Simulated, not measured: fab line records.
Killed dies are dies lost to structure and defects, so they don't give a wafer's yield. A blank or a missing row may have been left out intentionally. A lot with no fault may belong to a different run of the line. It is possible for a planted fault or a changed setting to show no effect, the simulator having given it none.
Matching of chambers / flow nandHarc / NHARC_A_SGD_CUT_ETCH_58 on rieDiel-06 has 3 sister chambers
The step etches the open film in CF4, target depth 39 nm, time 65 s. 3 wafers are shown with their chamber, then 5 later ones without.

== WAFERS, EACH WITH ITS CHAMBER ==
wafer=L086.2; chamber=1; drypumpMotorCurrentA (A)=6.0
wafer=L086.4; chamber=0; drypumpMotorCurrentA (A)=5.7
wafer=L087.1; chamber=2; drypumpMotorCurrentA (A)=5.0

== WAFERS WITH NO CHAMBER GIVEN ==
wafer=L087.5; drypumpMotorCurrentA (A)=5.0
wafer=L085.1; drypumpMotorCurrentA (A)=5.8
wafer=L085.3; drypumpMotorCurrentA (A)=6.0
wafer=L090.1; drypumpMotorCurrentA (A)=5.8
wafer=L090.3; drypumpMotorCurrentA (A)=5.1

== CHAMBER TAKEN BY EACH ==
wafer=L087.5; from the rows above=2; in truth=2
wafer=L085.1; from the rows above=can't be placed: 0 or 1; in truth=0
wafer=L085.3; from the rows above=1; in truth=1
wafer=L090.1; from the rows above=can't be placed: 0 or 1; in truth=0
wafer=L090.3; from the rows above=2; in truth=2
3 of 5 placed correctly. Can't be placed from these rows: 2 (the true chamber is among the candidates in 2). Wrongly placed: 0.
How it was worked out, from the rows above alone: a wafer's distance from a chamber is the root of the sum, over the readings, of the square of ((its reading less the chamber's mean) divided by the reading's scatter). If the next closest chamber is less than 2 further off than the closest, the wafer can't be placed; otherwise it belongs to the closest. Each chamber's mean is taken over the wafers shown for it. The scatter: with one shown wafer a chamber, the root of the mean of the squares of how far each hidden wafer lies from its nearest shown one.
